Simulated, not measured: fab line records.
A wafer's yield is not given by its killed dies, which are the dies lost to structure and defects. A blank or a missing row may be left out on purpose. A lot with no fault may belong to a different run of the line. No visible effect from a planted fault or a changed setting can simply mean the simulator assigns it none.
What tool caused it?    flow nand harc    30 wafers from 10 lots sampled at 5 of the route's 1159 steps

== WHAT THE GAUGES READ, wafer by wafer ==
NHARC_END_SORT_01. Usual: killed at array 24, standard deviation 7.4; killed at other 0.5, standard deviation 0.81; killed at periphery 3.4, standard deviation 2.3; killed dies 28, standard deviation 8; killed open 3.4, standard deviation 1.8; killed short 2.0, standard deviation 1.4.
lot   measured      on         killed at array  killed at other  killed at periphery  killed dies  killed open  killed short  flag
L701  day 21 17:27  prober-01  30 216 27        0 0 0            7 9 7                37 225 34    3 5 4        1 2 2         OFF

== WHICH TOOL RAN EACH LOT (tool, then ch and the chambers of the sampled wafers, then the start) ==
lot   NHARC_A_CHANNEL_HOLE_D1_ETCH_38     NHARC_A_CHANNEL_HOLE_D1_ETCH_21   NHARC_A_CHANNEL_HOLE_D1_ETCH_44     NHARC_A_CHANNEL_FILL_D1_ETCHBACK_19
L691  rie diel-05 ch 1,2, day 8 14:19     har etch-02 ch 0,1, day 8 16:08   rie diel-05 ch 0,1, day 8 20:23     rie si-03 ch 0,1,3, day 10 02:58
L692  rie diel-09 ch 0,3, day 8 20:49     har etch-01 ch 0,1, day 8 22:29   rie diel-05 ch 2,3, day 9 02:38     rie si-06 ch 0,3, day 10 07:41
L693  rie diel-13 ch 1,2,3, day 8 21:26   har etch-02 ch 0,1, day 8 22:58   rie diel-13 ch 0,1, day 9 03:17     rie si-03 ch 1,2,3, day 10 07:43
L695  rie diel-13 ch 2,3, day 9 06:50     har etch-01 ch 0,1, day 9 12:05   rie diel-05 ch 0,1,3, day 9 16:13   rie si-06 ch 1,3, day 10 14:52
L696  rie diel-09 ch 0,2, day 9 10:38     har etch-02 ch 0,1, day 9 12:27   rie diel-13 ch 1,2,3, day 9 16:43   rie si-03 ch 0,1,3, day 10 14:48
L700  rie diel-09 ch 0,1,2, day 10 06:43  har etch-02 ch 0,1, day 10 08:13  rie diel-09 ch 0,2,3, day 10 12:31  rie si-03 ch 0,2,3, day 11 20:48
L701  rie diel-09 ch 1,2,3, day 11 02:21  har etch-02 ch 0,1, day 11 03:56  rie diel-05 ch 0,1,3, day 11 08:13  rie si-02 ch 1,2, day 12 10:10
L709  rie diel-05 ch 1,3, day 12 16:33    har etch-02 ch 0,1, day 12 18:08  rie diel-13 ch 1,3, day 12 22:20    rie si-06 ch 0,1, day 13 22:25
L711  rie diel-09 ch 0,2,3, day 13 04:08  har etch-02 ch 0,1, day 13 05:43  rie diel-13 ch 0,1,2, day 13 09:56  rie si-02 ch 0,1,2, day 14 13:20
L713  rie diel-13 ch 1,2,3, day 13 08:28  har etch-01 ch 0,1, day 13 09:59  rie diel-09 ch 0,2,3, day 13 14:18  rie si-03 ch 0,2,3, day 14 13:22
- NHARC_A_CHANNEL_HOLE_D1_ETCH_38: etches the open film in CF4, target depth 39 nm, time 65 s.
- NHARC_A_CHANNEL_HOLE_D1_ETCH_21: etches the open film in C4F8/O2/Ar, time 514.3 s, target depth 1600 nm.
- NHARC_A_CHANNEL_HOLE_D1_ETCH_44: etches the open film in CF4/O2, target depth 140 nm, overetch 14 nm, time 77 s.
- NHARC_A_CHANNEL_FILL_D1_ETCHBACK_19: etches the open film in HBr/Cl2, target depth 5 nm, time 1.7 s.

== WHAT THE TOOLS THEMSELVES READ (means of the sampled wafers that have a number; where no wafer has one, the mark that the record gives instead) ==
NHARC_A_CHANNEL_HOLE_D1_ETCH_38. Usual: drypump motor current A 5.6 A, standard deviation 0.57; oes product au 1.001 a.u., standard deviation 0.0078; rf vpp V 151.6 V, standard deviation 1.1; run length s 86.1 s, standard deviation 0.44; showerhead plenum p Torr 1.79 Torr, standard deviation 0.055; throttle valve pct 13.284 %, standard deviation 0.0093.
lot   tool         drypump motor current A (A)  oes product au (a.u.)  rf vpp V (V)  run length s (s)  showerhead plenum p Torr (Torr)  throttle valve pct (%)  flag
L691  rie diel-05  5.8                          1.005                  152.1         86.2              1.83                             13.278                  
L692  rie diel-09  4.8                          0.998                  152.1         85.5              1.83                             13.277                  
L693  rie diel-13  6.2                          1.003                  151.9         85.8              1.84                             13.281                  
L695  rie diel-13  6.1                          0.997                  153.1         85.9              1.84                             13.291                  
L696  rie diel-09  5.2                          1.013                  152.7         86.5              1.82                             13.281                  
L700  rie diel-09  5.4                          1.003                  151.1         86.3              1.77                             13.296                  
L701  rie diel-09  5.3                          1.007                  150.7         85.9              1.74                             13.271                  
L709  rie diel-05  5.7                          0.997                  151.4         86.3              1.79                             13.279                  
L711  rie diel-09  5.1                          0.997                  151.5         86.3              1.80                             13.276                  
L713  rie diel-13  6.2                          0.995                  152.4         85.8              1.83                             13.293                  

NHARC_A_CHANNEL_HOLE_D1_ETCH_21. Usual: drypump motor current A 5.8 A, standard deviation 0.38; he backside leak sccm 5.7 sccm, standard deviation 0.52; showerhead plenum p Torr 3.62 Torr, standard deviation 0.11; temp c -19.97 C, standard deviation 0.11; throttle valve pct 32.155 %, standard deviation 0.0088.
lot   tool         drypump motor current A (A)  he backside leak sccm (sccm)  showerhead plenum p Torr (Torr)  temp c (C)  throttle valve pct (%)  flag
L691  har etch-02  6.1                          5.6                           3.56                             -19.98      32.158                  
L692  har etch-01  5.4                          5.5                           3.68                             -20.02      32.149                  
L693  har etch-02  6.1                          5.6                           3.56                             -20.07      32.160                  
L695  har etch-01  5.3                          5.6                           3.68                             -20.09      32.161                  
L696  har etch-02  6.1                          5.7                           3.56                             -19.99      32.153                  
L700  har etch-02  6.0                          5.3                           3.55                             -19.95      32.157                  
L701  har etch-02  5.9                          5.6                           3.55                             -19.97      32.142                  
L709  har etch-02  6.1                          5.8                           3.54                             -19.94      32.151                  
L711  har etch-02  5.9                          5.7                           3.54                             -19.88      32.154                  
L713  har etch-01  5.5                          5.9                           3.72                             -19.82      32.154                  

NHARC_A_CHANNEL_HOLE_D1_ETCH_44. Usual: for drypump motor current A, 5.7 A with a standard deviation of 0.64; for oes_f_703_au, 1.000 a.u. with a standard deviation of 0.0044; for oes product au, 1.002 a.u. with a standard deviation of 0.0078; for rf vpp V, 198.2 V with a standard deviation of 1.2; for run length s, 98.0 s with a standard deviation of 0.4; for showerhead plenum p Torr, 1.36 Torr with a standard deviation of 0.041; for throttle valve pct, 13.397 % with a standard deviation of 0.0091.
lot   tool         drypump motor current A (A)  oes_f_703_au (a.u.)  oes product au (a.u.)  rf vpp V (V)  run length s (s)  showerhead plenum p Torr (Torr)  throttle valve pct (%)  flag
L691  rie diel-05  6.1                          0.996                1.008                  199.1         98.1              1.35                             13.400                  
L692  rie diel-05  5.4                          1.002                1.009                  198.4         98.4              1.37                             13.404                  
L693  rie diel-13  6.1                          0.999                1.001                  198.3         97.7              1.35                             13.397                  
L695  rie diel-05  5.9                          0.998                1.013                  198.6         98.1              1.35                             13.399                  
L696  rie diel-13  6.2                          1.001                1.003                  198.8         98.1              1.39                             13.404                  
L700  rie diel-09  5.1                          1.001                1.003                  197.5         98.1              1.36                             13.399                  
L701  rie diel-05  5.9                          1.005                1.003                  198.0         96.3              1.35                             13.397                  OFF
L709  rie diel-13  6.6                          0.999                1.004                  198.7         97.6              1.38                             13.400                  
L711  rie diel-13  5.6                          0.998                0.991                  198.8         97.7              1.35                             13.398                  
L713  rie diel-09  5.1                          0.999                0.990                  198.0         98.2              1.36                             13.395                  

NHARC_A_CHANNEL_FILL_D1_ETCHBACK_19. Usual: drypump motor current A 5.8 A, standard deviation 0.51; he backside leak sccm 2.62 sccm, standard deviation 0.23; oes product au 0.999 a.u., standard deviation 0.0071; throttle valve pct 26.405 %, standard deviation 0.0084.
lot   tool       drypump motor current A (A)  he backside leak sccm (sccm)  oes product au (a.u.)  throttle valve pct (%)  flag
L691  rie si-03  5.7                          2.72                          0.988                  26.402                  
L692  rie si-06  5.8                          2.40                          0.995                  26.402                  
L693  rie si-03  5.4                          2.71                          1.000                  26.403                  
L695  rie si-06  6.4                          2.62                          1.003                  26.399                  
L696  rie si-03  5.7                          2.72                          0.991                  26.408                  
L700  rie si-03  5.5                          2.57                          0.999                  26.408                  
L701  rie si-02  6.1                          2.80                          0.997                  26.405                  
L709  rie si-06  6.2                          2.65                          0.996                  26.411                  
L711  rie si-02  6.0                          2.63                          0.999                  26.410                  
L713  rie si-03  5.5                          2.54                          0.998                  26.410                  

== THE ANSWER, worked out from the rows above alone ==
Rule: lot off if the mean of its wafers having a number is beyond 3 standard deviations from the usual mean. Also off: a lot with no number at a reading for which 4 or more lots have one. Where the step has rows for the other lots, those lots are counted as sound. After the gauges, taken in route order, come the tools' own readings; for these a lot's mean is taken, as printed above. At the first step where some lot is off, the reading lying furthest off is the one used; lots without a number count as furthest.
Off: L701 (NHARC_END_SORT_01, killed at array). Neither off nor sound, because the step has no rows for them: L691, L692, L693, L695, L696, L700, L709, L711, L713.
A tool fits if, at a process step before that reading, it ran every lot that is off, and no sound lot after the first of them. Not tried: the gauges at NHARC_END_SORT_01; whatever is off there is also off at NHARC_A_CHANNEL_HOLE_D1_ETCH_44, on other tools, and gauge error can't account for it. Can't be told from this: 4 tools fit, rie diel-09 at NHARC_A_CHANNEL_HOLE_D1_ETCH_38, har etch-02 at NHARC_A_CHANNEL_HOLE_D1_ETCH_21, rie diel-05 at NHARC_A_CHANNEL_HOLE_D1_ETCH_44, rie si-02 at NHARC_A_CHANNEL_FILL_D1_ETCHBACK_19.

== WHAT THE SIMULATOR PUT IN ==
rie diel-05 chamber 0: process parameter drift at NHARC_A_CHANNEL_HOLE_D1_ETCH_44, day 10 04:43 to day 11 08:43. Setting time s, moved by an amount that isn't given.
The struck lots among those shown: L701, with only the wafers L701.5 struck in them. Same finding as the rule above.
